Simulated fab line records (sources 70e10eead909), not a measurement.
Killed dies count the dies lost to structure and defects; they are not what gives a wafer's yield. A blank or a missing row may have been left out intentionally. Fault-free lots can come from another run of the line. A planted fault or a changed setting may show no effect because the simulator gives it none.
Which tool was responsible? ; flow nand_harc ; Sampling: 11 lots, 33 wafers, 3 of 1302 route steps

## WHAT EACH GAUGE READ, for each wafer
NHARC_P_ZERO_WELL_CD_MEAS_24: the cd target is 720 nm.
lot;measured;on;cd_nm (nm)
L665;day 1 22:28;cd_sem-02;724.1 718.5 719.9
L667;day 2 18:47;cd_sem-02;- - -
L668;day 3 04:29;cd_sem-03;720.5 721.7 719.3
L671;day 4 10:27;cd_sem-01;716.8 718.1 719.9
L678;day 7 08:27;cd_sem-03;718.6 717.0 718.7
L680;day 8 04:35;cd_sem-01;721.0 722.2 723.0
L681;day 8 15:11;cd_sem-02;721.6 722.2 720.6
L683;day 9 10:37;cd_sem-01;717.4 715.9 716.1
L686;day 10 16:35;cd_sem-02;717.8 715.6 719.8
L687;day 11 02:26;cd_sem-02;719.3 718.0 719.9
L688;day 11 12:35;cd_sem-03;714.5 719.0 719.9

## EACH LOT AND THE TOOL THAT RAN IT (in order: tool; ch and the chambers of the sampled wafers; start)
lot;NHARC_P_ZERO_WELL_ETCH_63;NHARC_P_ZERO_WELL_EXPOSE_21
L665;rie_si-04 ch 0,1,3, day 1 21:32;krf_scanner-04 ch 0, day 1 22:19
L667;rie_si-06 ch 0,1,2, day 2 17:53;krf_scanner-03 ch 0, day 2 18:38
L668;rie_si-04 ch 0,1,2, day 3 03:39;krf_scanner-03 ch 0, day 3 04:20
L671;rie_si-06 ch 1,3, day 4 09:32;krf_scanner-03 ch 0, day 4 10:18
L678;rie_si-06 ch 0,1,3, day 7 07:32;krf_scanner-03 ch 0, day 7 08:17
L680;rie_si-03 ch 0,2, day 8 03:41;krf_scanner-03 ch 0, day 8 04:26
L681;rie_si-04 ch 1,2, day 8 14:23;krf_scanner-03 ch 0, day 8 15:02
L683;rie_si-03 ch 0,1,3, day 9 09:41;krf_scanner-03 ch 0, day 9 10:28
L686;rie_si-06 ch 0,1,3, day 10 15:41;krf_scanner-04 ch 0, day 10 16:26
L687;rie_si-06 ch 0,2,3, day 11 01:32;krf_scanner-01 ch 0, day 11 02:17
L688;rie_si-04 ch 0,2, day 11 11:40;krf_scanner-03 ch 0, day 11 12:25
- NHARC_P_ZERO_WELL_ETCH_63: etches the open film in HBr/Cl2, target depth 120 nm, time 40.1 s.
- NHARC_P_ZERO_WELL_EXPOSE_21: exposes mask P NWELL, target cd 720 nm.

## THE ANSWER, worked out from the rows above alone
Rule: what is usual is taken from the lots themselves. Put in order of their means at a reading, lots are off if they are a third of the lots or fewer, leave a main group of 4 or more, and stand apart from it by a gap of 3 or more times the standard deviation of the main group's means; of several such gaps the widest counts. If all means in a main group match to the digits the tables above print for the reading, that group is not used. A lot without any number at a reading at which 4 lots or more have one is off too. Any other lot the step has rows for is counted as sound.
Off: L667, at NHARC_P_ZERO_WELL_CD_MEAS_24 (cd_nm). Without a number there: L667. Main group: mean 719.2 nm, sd 1.8.
A tool fits if, at a process step before that reading, it ran every lot that is off, and no sound lot after the first of them. Those tools and the gauges at NHARC_P_ZERO_WELL_CD_MEAS_24 are tried in the same way. Not one of the candidates tried fits.

## WHAT THE SIMULATOR HAD INSERTED
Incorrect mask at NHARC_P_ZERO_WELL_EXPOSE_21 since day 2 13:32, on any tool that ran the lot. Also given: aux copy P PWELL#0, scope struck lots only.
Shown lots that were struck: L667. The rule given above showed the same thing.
